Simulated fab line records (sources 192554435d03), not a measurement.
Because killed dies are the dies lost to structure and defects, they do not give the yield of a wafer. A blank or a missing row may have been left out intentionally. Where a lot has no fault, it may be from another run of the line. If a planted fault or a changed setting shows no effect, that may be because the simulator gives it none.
A single fault, viewed from 2 desks + flow n5-finfet + each desk holds nothing but its own numbers, with what lay behind them at the end

DESK OF THE TOOL OWNER: rie-diel-05
The tool's own readings at N5_BEOL_M3_ETCH_74 (etches underlayer in N2/H2, target depth 6.5 nm, time 5.2 s): means of the sampled wafers that have a number, for each lot that ran on this tool. A lot is out of limits, marked OUT, if its mean lies more than 4 standard deviations from the usual mean; the brackets give that distance. Shown are 7 of the 8 readings it has, namely the first that went out of limits plus those furthest out on some lot.
Columns: A = bias-w at N5_BEOL_M3_ETCH_74, usual 150.0 W; B = drypump-motor-current-A at N5_BEOL_M3_ETCH_74, usual 5.8 A; C = etch-rf-on-time-s at N5_BEOL_M3_ETCH_74, usual 5.19 s; D = oes-product-au at N5_BEOL_M3_ETCH_74, usual 0.69 a.u.; E = rf-vpp-V at N5_BEOL_M3_ETCH_74, usual 524.3 V; F = showerhead-plenum-p-Torr at N5_BEOL_M3_ETCH_74, usual 2.56 Torr; G = throttle-valve-pct at N5_BEOL_M3_ETCH_74, usual 17.90 %
| lot  | first seen here | A     | B   | C               | D    | E     | F    | G     |
|------|-----------------|-------|-----|-----------------|------|-------|------|-------|
| L344 | day 9 19:26     | 149.6 | 5.8 | 5.09            | 0.82 | 526.5 | 2.64 | 17.67 |
| L342 | day 9 23:13     | 149.4 | 5.9 | 5.22            | 0.68 | 527.8 | 2.66 | 18.04 |
| L346 | day 10 08:46    | 150.0 | 5.6 | 5.09            | 0.68 | 523.5 | 2.55 | 18.02 |
| L354 | day 12 07:10    | 150.2 | 5.7 | 6.01 (+9.3) OUT | 0.57 | 525.8 | 2.58 | 18.24 |
| L355 | day 12 14:10    | 150.2 | 5.7 | 5.92 (+8.3) OUT | 0.58 | 524.2 | 2.58 | 18.25 |
| L357 | day 12 22:01    | 150.2 | 5.6 | 5.61 (+4.7) OUT | 0.69 | 526.7 | 2.57 | 17.89 |
This desk's verdict: out of limits on L354, L355, L357, starting with L354 at day 12 07:10 (etch-rf-on-time-s at N5_BEOL_M3_ETCH_74). L344, L342, L346 stayed within limits.

AT THE METROLOGY DESK
Lot by lot, what the gauges showed, no matter which tool ran the lot: averages of those sampled wafers that carry a number. A lot is out of limits, marked OUT, if its mean lies more than 4 standard deviations from the usual mean; the brackets give that distance. Only the readings that lie furthest out on some lot appear, 7 of the 11 it has.
Columns: A = M3_ILD_THK at N5_BEOL_M3_THK_MEAS_01, usual 79.2 nm; B = DIBL_P at N5_BEOL_M4_RC_MEAS_101, usual 36.7 mV/V; C = IOFF_P at N5_BEOL_M4_RC_MEAS_101, usual 0.214 nA/um; D = ION_P at N5_BEOL_M4_RC_MEAS_101, usual 461 uA/um; E = SS_P at N5_BEOL_M4_RC_MEAS_101, usual 73.3 mV/dec; F = VT_N at N5_BEOL_M4_RC_MEAS_101, usual 249.4 mV; G = VT_P at N5_BEOL_M4_RC_MEAS_101, usual -250.0 mV
| lot  | first seen here | A    | B    | C     | D   | E    | F     | G      |
|------|-----------------|------|------|-------|-----|------|-------|--------|
| L339 | day 8 04:13     | 78.6 | 37.4 | 0.258 | 473 | 73.8 | 246.0 | -244.4 |
| L341 | day 9 17:17     | 78.5 | 36.5 | 0.214 | 460 | 73.1 | 250.5 | -248.8 |
| L344 | day 9 17:18     | 80.9 | 36.4 | 0.215 | 464 | 73.5 | 248.4 | -250.2 |
| L342 | day 9 21:44     | 78.7 | 38.1 | 0.226 | 464 | 74.0 | 247.1 | -249.1 |
| L345 | day 9 23:44     | 80.5 | 37.3 | 0.236 | 462 | 74.2 | 249.8 | -249.2 |
| L346 | day 10 06:02    | 78.9 | 35.7 | 0.195 | 453 | 73.3 | 250.0 | -251.0 |
| L354 | day 12 01:37    | 79.6 | 36.6 | 0.220 | 460 | 73.5 | 248.1 | -249.2 |
| L355 | day 12 13:32    | 80.3 | 38.5 | 0.250 | 462 | 73.8 | 246.2 | -248.8 |
| L357 | day 12 20:14    | 79.4 | 38.8 | 0.229 | 466 | 73.9 | 249.9 | -250.6 |
This desk found nothing out of limits on any of the 9 lots.

PUT TOGETHER
The tool owner's desk could have raised an alarm at day 12 07:10, on L354, L355, L357.
Nothing out of limits was seen by the metrology desk.
The metrology desk has L354, L355, L357 on record, within its limits.
Of the lots named, all ran N5_BEOL_M3_ETCH_74 on rie-diel-05.

WHAT THE SIMULATOR HAD INSERTED
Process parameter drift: rie-diel-05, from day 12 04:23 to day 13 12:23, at N5_BEOL_M3_ETCH_74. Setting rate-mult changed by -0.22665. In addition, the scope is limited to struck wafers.
Struck lots among those shown: L354, L355, L357.
How many hours passed from the start of the fault until each desk's first out-of-limits reading: the tool owner's desk, 3.
